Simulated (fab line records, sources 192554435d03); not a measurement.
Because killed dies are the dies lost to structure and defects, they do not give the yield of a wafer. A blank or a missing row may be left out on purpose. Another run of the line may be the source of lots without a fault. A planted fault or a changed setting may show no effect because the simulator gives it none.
fab line records | flow n5-finfet
record: lots: 7 | wafers: 39
route steps=1938 shown WELL_APT@47 DUMMY_GATE@228 HKMG_FIN@419 GATE_CUT@467 MOL_CONTACT_COAG@523 BEOL_M4@1111
start-h: the number of hours between the record's first day and the start of the first shown wafer of the lot | wait-h: time in hours since the lot's previous step | " the same as in the row above | L1.1+2: several wafers, shown together as one row | - no value present, or no start provided | * or withheld: withheld | < > ~ a bound
route shown NAME@n: a module of which the file shows steps, and the number in the route of the first | usual: mean/standard deviation of fault-free wafers | same: alike in all rows | chamber/n: place in a boat | sites: each site's reading | _std_site: how widely they spread, as a standard deviation | _edge_site: outer sites' mean less inner sites' | radius-mm: how far each site lies from the wafer's centre | mask NAME#n: copy n | behind: tool/chamber where the wafer was last shaped | hold: cause of the lot's hold/its duration in hours/its outcome | device: names the non-switching transistor (n, p or np) | end of line: at the end of the route, the tests of the same wafers | step lacking rows: just its recipe | killed: not the wafer's yield, but the dies lost to structure and defects at the first sort | map: a wafer's dies, x killed, . not, _ none there
set.NAME: the setting that was run; set.NAME@STEP: the one run at that earlier step | model.NAME: the simulator's own value behind a step, which no gauge read
lots run with intentionally changed settings; tables by step, rows by wafer
== steps ==
step: N5_WELL_APT_IMPLANT_31
recipe: species: B | energy-kev: 60 | dose-cm2: 1.5e+13 | tilt-deg: 0 | rotation-deg: 0
step: N5_DUMMY_GATE_EXPOSE_12
recipe: mask-id: GATE | na: 0.33 | source-shape: annular | sigma-inner: 0.2 | sigma-outer: 0.6 | polarization: unpolarized | target-cd-nm: 25 | dose-mj: 34
step: N5_DUMMY_GATE_ETCH_37
recipe: chemistry: N2/H2 | target: SOC | target-depth-a: 600 | overetch-a: 300 | temp-c: 40 | ion-energy-ev: 200 | pressure-mtorr: 30 | source-w: 840 | bias-w: 150 | n2-flow-sccm: 200 | h2-flow-sccm: 200
step: N5_DUMMY_GATE_ETCH_42
recipe: chemistry: CHF3/O2 | target: SiO2 | target-depth-a: 35 | time-s: 31 | ion-energy-ev: 30 | bias-w: 12 | pressure-mtorr: 30 | source-w: 600 | Ar_flow_sccm: 200 | CHF3_flow_sccm: 50 | O2_flow_sccm: 5
step: N5_HKMG_FIN_ALD_36
recipe: material: TiN | target-thk-a: 10 | temp-c: 400 | ald-precursor-family: TiCl4 | ald-co-reactant: NH3 | pulse-time-s: 1 | purge-time-s: 3 | co-reactant-purge-time-s: 2 | co-reactant-pulse-time-s: 2 | ald-cycles: 47 | pressure-torr: 3
step: N5_HKMG_FIN_ETCH_35
recipe: chemistry: N2/H2 | target: SOC | target-depth-a: 2158 | ion-energy-ev: 65 | bias-w: 5 | source-w: 3000 | time-s: 243.4 | pressure-mtorr: 30 | n2-flow-sccm: 200 | h2-flow-sccm: 200
step: N5_HKMG_FIN_ETCH_67
recipe: chemistry: N2/H2 | target: SOC | target-depth-a: 3889 | stop-on: TiN | ion-energy-ev: 100 | bias-w: 61 | pressure-mtorr: 30 | source-w: 850 | n2-flow-sccm: 200 | h2-flow-sccm: 200
step: N5_GATE_CUT_ETCHBACK_30
recipe: chemistry: Cl2/Ar | target: TiN | target-depth-a: 30 | mode: isotropic | pressure-mtorr: 10 | icp-w: 600 | bias-w: 60 | Cl2_flow_sccm: 40 | Ar_flow_sccm: 60
step: N5_MOL_CONTACT_COAG_EXPOSE_05
recipe: mask-id: CA | na: 0.33 | source-shape: annular | sigma-inner: 0.4 | sigma-outer: 0.8 | polarization: unpolarized | defocus-nm: 0 | dose-mj: 38.25
step: N5_BEOL_M4_RC_MEAS_101
usual: DIBL_N: 36.4/1.3 | DIBL_P: 36.5/1.7 | IOFF_N: 0.154/0.022 | IOFF_P_85C: 3.5/0.35 | RC_DENSE_N: 19.0/0.33 | RC_DENSE_P: 23.8/0.46 | RC_N: 15.49/0.28 | RC_P: 19.4/0.38 | RS_PWELL: 3011/20
lot.wafer | tool      | chamber | start-h | wait-h | set.dose-cm2@WELL_APT_IMPLANT_31 | set.dose-mj@DUMMY_GATE_EXPOSE_12 | set.source-w@DUMMY_GATE_ETCH_37 | set.bias-w@DUMMY_GATE_ETCH_42 | set.temp-c@HKMG_FIN_ALD_36 | set.target-depth-a@HKMG_FIN_ETCH_35 | set.target-depth-a@HKMG_FIN_ETCH_67 | set.target-depth-a@GATE_CUT_ETCHBACK_30 | set.dose-mj@MOL_CONTACT_COAG_EXPOSE_05 | DIBL_N[mV/V] | DIBL_P[mV/V] | IOFF_N[nA/um] | IOFF_P_85C[nA/um] | RC_DENSE_N[ohm.um] | RC_DENSE_P[ohm.um] | RC_N[ohm.um] | RC_P[ohm.um] | RS_PWELL[ohm/sq]
L075.1    | prober-02 | 0       | 172.44  | 0.0    | 1.5e+13                          | 36.47                            | 840                             | 10.14                         | 400                        | 2043                                | 4165                                | 30                                      | 38.25                                  | 41.1         | 40.7         | 0.233         | 4.2               | 19.1               | 24.2               | 15.64        | 20.0         | 3004
L075.2    | "         | 0       | "       | "      | 1.5e+13                          | 34                               | 955.9                           | 10.14                         | 400                        | 2158                                | 3889                                | 30                                      | 38.25                                  | 37.4         | 36.4         | 0.165         | 3.4               | 19.0               | 24.4               | 15.42        | 19.7         | 3004
L075.3    | "         | 0       | "       | "      | 1.266e+13                        | 34                               | 840                             | 12                            | 400                        | 2158                                | 4165                                | 33.03                                   | 38.25                                  | 36.8         | 35.4         | 0.157         | 3.3               | 19.3               | 25.0               | 15.86        | 20.3         | 3341
L075.4    | "         | 0       | "       | "      | 1.5e+13                          | 36.47                            | 840                             | 12                            | 400                        | 2158                                | 3889                                | 33.03                                   | 38.25                                  | 38.8         | 38.4         | 0.182         | 3.8               | 19.0               | 24.4               | 15.47        | 19.9         | 3014
L075.5    | "         | 0       | "       | "      | 1.266e+13                        | 36.47                            | 955.9                           | 12                            | 400                        | 2043                                | 4165                                | 30                                      | 38.25                                  | 42.3         | 42.3         | 0.271         | 4.7               | 19.0               | 24.0               | 15.42        | 19.9         | 3322
L075.6    | "         | 0       | "       | "      | 1.266e+13                        | 34                               | 955.9                           | 10.14                         | 400                        | 2043                                | 3889                                | 33.03                                   | 38.25                                  | 36.8         | 36.1         | 0.158         | 3.4               | 18.4               | 23.5               | 14.87        | 19.1         | 3324
L078.4    | prober-02 | 0       | 178.26  | 0.5    | 1.5e+13                          | 34                               | 840                             | 12                            | 400                        | 2158                                | 3889                                | 30                                      | 38.25                                  | 37.6         | 37.2         | 0.156         | 3.2               | 19.0               | 23.7               | 15.55        | 19.5         | 2991
L078.5    | "         | 0       | "       | "      | 1.5e+13                          | 34                               | 840                             | 12                            | 400                        | 2158                                | 3889                                | 30                                      | 38.25                                  | 38.7         | 38.8         | 0.172         | 3.5               | 18.7               | 23.7               | 15.20        | 19.1         | 3015
L078.6    | "         | 0       | "       | "      | 1.5e+13                          | 34                               | 840                             | 12                            | 400                        | 2158                                | 3889                                | 30                                      | 38.25                                  | 38.6         | 38.8         | 0.176         | 3.4               | 19.1               | 23.7               | 15.37        | 19.5         | 3011
L079.1    | prober-02 | 0       | 194.30  | 0.0    | 1.5e+13                          | 34.9                             | 785.7                           | 12                            | 400                        | 2346                                | 4303                                | 28.36                                   | 38.25                                  | 36.8         | 37.7         | 0.158         | 3.8               | 19.1               | 23.8               | 15.41        | 19.6         | 3036
L079.2    | "         | 0       | "       | "      | 1.5e+13                          | 34                               | 785.7                           | 12                            | 400                        | 2158                                | 3889                                | 28.36                                   | 35.61                                  | 36.1         | 36.7         | 0.141         | 3.4               | 22.0               | 27.6               | 17.96        | 22.3         | 3041
L079.3    | "         | 0       | "       | "      | 1.5e+13                          | 34.9                             | 785.7                           | 12                            | 400                        | 2158                                | 4303                                | 30                                      | 35.61                                  | 39.2         | 40.3         | 0.202         | 4.3               | 22.3               | 28.1               | 17.98        | 22.6         | 3045
L079.4    | "         | 0       | "       | "      | 1.5e+13                          | 34                               | 840                             | 12                            | 400                        | 2158                                | 4303                                | 30                                      | 38.25                                  | 36.0         | 36.3         | 0.145         | 3.5               | 19.2               | 24.4               | 15.89        | 19.9         | 3025
L079.5    | "         | 0       | "       | "      | 1.5e+13                          | 34                               | 840                             | 12                            | 400                        | 2346                                | 3889                                | 28.36                                   | 35.61                                  | 35.3         | 35.5         | 0.134         | 3.2               | 21.9               | 27.3               | 17.72        | 22.2         | 3048
L079.6    | "         | 0       | "       | "      | 1.5e+13                          | 34.9                             | 840                             | 12                            | 400                        | 2346                                | 3889                                | 30                                      | 38.25                                  | 38.0         | 39.4         | 0.178         | 4.0               | 19.0               | 24.1               | 15.53        | 19.7         | 3025
L086.1    | prober-01 | 0       | 230.23  | 0.0    | 1.691e+13                        | 34                               | 840                             | 12                            | 414.6                      | 2158                                | 3889                                | 30                                      | 40.42                                  | 35.9         | 38.8         | 0.157         | 3.6               | 17.5               | 21.9               | 14.33        | 18.1         | 2807
L086.2    | "         | 0       | "       | "      | 1.691e+13                        | 34                               | 840                             | 10.95                         | 400                        | 2158                                | 3889                                | 26.11                                   | 38.25                                  | 35.8         | 39.1         | 0.153         | 3.4               | 19.1               | 23.8               | 15.68        | 19.4         | 2796
L086.3    | "         | 0       | "       | "      | 1.5e+13                          | 34                               | 678.8                           | 12                            | 400                        | 2158                                | 3889                                | 26.11                                   | 40.42                                  | 34.3         | 37.3         | 0.130         | 3.0               | 17.3               | 21.5               | 14.21        | 17.7         | 2990
L086.4    | "         | 0       | "       | "      | 1.5e+13                          | 34                               | 678.8                           | 12                            | 400                        | 2158                                | 3889                                | 30                                      | 38.25                                  | 34.7         | 37.3         | 0.137         | 3.2               | 19.1               | 23.9               | 15.55        | 19.4         | 3004
L086.5    | "         | 0       | "       | "      | 1.5e+13                          | 34                               | 840                             | 10.95                         | 414.6                      | 2158                                | 3889                                | 26.11                                   | 40.42                                  | 34.5         | 37.5         | 0.130         | 3.2               | 17.6               | 22.0               | 14.35        | 18.0         | 3018
L086.6    | "         | 0       | "       | "      | 1.691e+13                        | 34                               | 678.8                           | 10.95                         | 414.6                      | 2158                                | 3889                                | 30                                      | 38.25                                  | 34.9         | 37.7         | 0.138         | 3.3               | 19.5               | 24.4               | 16.03        | 19.8         | 2819
L089.1    | prober-01 | 0       | 261.24  | 0.0    | 1.5e+13                          | 34                               | 840                             | 12                            | 381.8                      | 2158                                | 3889                                | 30                                      | 38.25                                  | 37.2         | 35.4         | 0.176         | 3.3               | 19.0               | 23.5               | 15.41        | 19.0         | 3003
L089.2    | "         | 0       | "       | "      | 1.5e+13                          | 32.02                            | 840                             | 12                            | 400                        | 2275                                | 3889                                | 33.03                                   | 39.27                                  | 31.5         | 30.3         | 0.099         | 2.6               | 18.0               | 22.4               | 14.77        | 18.2         | 2986
L089.3    | "         | 0       | "       | "      | 1.268e+13                        | 34                               | 840                             | 13.84                         | 381.8                      | 2275                                | 3889                                | 30                                      | 39.27                                  | 38.4         | 39.2         | 0.214         | 4.1               | 17.9               | 22.3               | 14.51        | 18.2         | 3344
L089.4    | "         | 0       | "       | "      | 1.268e+13                        | 34                               | 840                             | 13.84                         | 400                        | 2158                                | 3889                                | 33.03                                   | 39.27                                  | 36.5         | 35.6         | 0.162         | 3.6               | 18.0               | 22.3               | 14.68        | 18.3         | 3361
L089.5    | "         | 0       | "       | "      | 1.5e+13                          | 32.02                            | 840                             | 13.84                         | 381.8                      | 2275                                | 3889                                | 33.03                                   | 38.25                                  | 32.7         | 31.0         | 0.110         | 2.5               | 18.9               | 23.9               | 15.55        | 19.3         | 3016
L089.6    | "         | 0       | "       | "      | 1.268e+13                        | 32.02                            | 840                             | 12                            | 400                        | 2158                                | 3889                                | 30                                      | 38.25                                  | 32.3         | 30.8         | 0.107         | 2.6               | 18.9               | 23.4               | 15.43        | 19.1         | 3353
L093.1    | prober-01 | 0       | 282.60  | 0.0    | 1.393e+13                        | 34                               | 840                             | 13.03                         | 400                        | 2158                                | 4081                                | 30                                      | 37.14                                  | 35.8         | 35.5         | 0.135         | 3.8               | 20.0               | 25.1               | 16.35        | 20.6         | 3108
L093.2    | "         | 0       | "       | "      | 1.5e+13                          | 33.3                             | 840                             | 12                            | 400                        | 2158                                | 3889                                | 30                                      | 38.25                                  | 34.2         | 33.7         | 0.116         | 3.6               | 19.0               | 23.9               | 15.44        | 19.5         | 2996
L093.3    | "         | 0       | "       | "      | 1.5e+13                          | 33.3                             | 840                             | 12                            | 400                        | 2011                                | 4081                                | 30                                      | 38.25                                  | 36.8         | 35.7         | 0.143         | 4.0               | 19.5               | 24.3               | 15.89        | 19.8         | 3005
L093.4    | "         | 0       | "       | "      | 1.393e+13                        | 33.3                             | 840                             | 13.03                         | 400                        | 2158                                | 3889                                | 31.99                                   | 37.14                                  | 35.6         | 34.5         | 0.137         | 3.6               | 20.1               | 25.0               | 16.21        | 20.4         | 3132
L093.5    | "         | 0       | "       | "      | 1.393e+13                        | 34                               | 840                             | 12                            | 400                        | 2011                                | 4081                                | 31.99                                   | 37.14                                  | 35.5         | 34.1         | 0.123         | 3.5               | 19.6               | 24.6               | 15.99        | 20.1         | 3160
L093.6    | "         | 0       | "       | "      | 1.5e+13                          | 34                               | 840                             | 13.03                         | 400                        | 2011                                | 3889                                | 31.99                                   | 38.25                                  | 36.2         | 35.9         | 0.139         | 4.0               | 19.6               | 24.9               | 16.02        | 19.9         | 3001
L096.1    | prober-01 | 0       | 310.67  | 0.0    | 1.684e+13                        | 35.34                            | 910.8                           | 12                            | 409.2                      | 2158                                | 3889                                | 30                                      | 39.93                                  | 36.4         | 37.2         | 0.158         | 4.0               | 17.6               | 21.9               | 14.27        | 17.9         | 2781
L096.2    | "         | 0       | "       | "      | 1.684e+13                        | 34                               | 840                             | 12                            | 400                        | 2158                                | 3889                                | 30                                      | 38.25                                  | 34.9         | 35.8         | 0.146         | 3.7               | 18.6               | 23.5               | 15.16        | 19.1         | 2815
L096.3    | "         | 0       | "       | "      | 1.684e+13                        | 35.34                            | 840                             | 10.67                         | 409.2                      | 2158                                | 3661                                | 30                                      | 38.25                                  | 36.9         | 37.4         | 0.160         | 4.1               | 18.7               | 23.5               | 15.36        | 19.0         | 2832
L096.4    | "         | 0       | "       | "      | 1.5e+13                          | 34                               | 910.8                           | 10.67                         | 409.2                      | 2158                                | 3889                                | 30                                      | 38.25                                  | 35.6         | 36.0         | 0.142         | 3.7               | 18.8               | 23.5               | 15.27        | 19.2         | 3009
L096.5    | "         | 0       | "       | "      | 1.5e+13                          | 34                               | 910.8                           | 12                            | 400                        | 2158                                | 3661                                | 30                                      | 39.93                                  | 35.7         | 36.6         | 0.153         | 3.8               | 17.3               | 22.1               | 14.35        | 18.0         | 3008
L096.6    | "         | 0       | "       | "      | 1.5e+13                          | 35.34                            | 840                             | 10.67                         | 400                        | 2158                                | 3661                                | 30                                      | 39.93                                  | 36.4         | 37.2         | 0.158         | 3.9               | 17.1               | 21.3               | 14.03        | 17.5         | 3021
== key ==
split: step: N5_WELL_APT_IMPLANT_31 | setting: dose-cm2 | stated-as: 1.5e+13
response: step: N5_BEOL_M4_RC_MEAS_101 | reading: RS_PWELL | slope: -19.3 | per: 1% | together-with: all | explained: 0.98
split: step: N5_DUMMY_GATE_EXPOSE_12 | setting: dose-mj | stated-as: 34
response: step: N5_BEOL_M4_RC_MEAS_101 | reading: DIBL_N | slope: +0.6 | per: 1% | together-with: all | explained: 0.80
response: step: N5_BEOL_M4_RC_MEAS_101 | reading: DIBL_P | slope: +0.707 | per: 1% | together-with: all | explained: 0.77
response: step: N5_BEOL_M4_RC_MEAS_101 | reading: IOFF_N | slope: +0.00959 | per: 1% | together-with: all | explained: 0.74
response: step: N5_BEOL_M4_RC_MEAS_101 | reading: IOFF_P_85C | slope: +0.138 | per: 1% | together-with: all | explained: 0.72
split: step: N5_DUMMY_GATE_ETCH_37 | setting: source-w | stated-as: 840
response none clear
split: step: N5_DUMMY_GATE_ETCH_42 | setting: bias-w | stated-as: 12
response none clear
split: step: N5_HKMG_FIN_ALD_36 | setting: temp-c | stated-as: 400
response none clear
split: step: N5_HKMG_FIN_ETCH_35 | setting: target-depth-a | stated-as: 2158
response none clear
split: step: N5_HKMG_FIN_ETCH_67 | setting: target-depth-a | stated-as: 3889
response none clear
split: step: N5_GATE_CUT_ETCHBACK_30 | setting: target-depth-a | stated-as: 30
response none clear
split: step: N5_MOL_CONTACT_COAG_EXPOSE_05 | setting: dose-mj | stated-as: 38.25
response: step: N5_BEOL_M4_RC_MEAS_101 | reading: RC_DENSE_N | slope: -0.355 | per: 1% | together-with: all | explained: 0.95
response: step: N5_BEOL_M4_RC_MEAS_101 | reading: RC_P | slope: -0.326 | per: 1% | together-with: all | explained: 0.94
response: step: N5_BEOL_M4_RC_MEAS_101 | reading: RC_N | slope: -0.269 | per: 1% | together-with: all | explained: 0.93
response: step: N5_BEOL_M4_RC_MEAS_101 | reading: RC_DENSE_P | slope: -0.422 | per: 1% | together-with: all | explained: 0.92
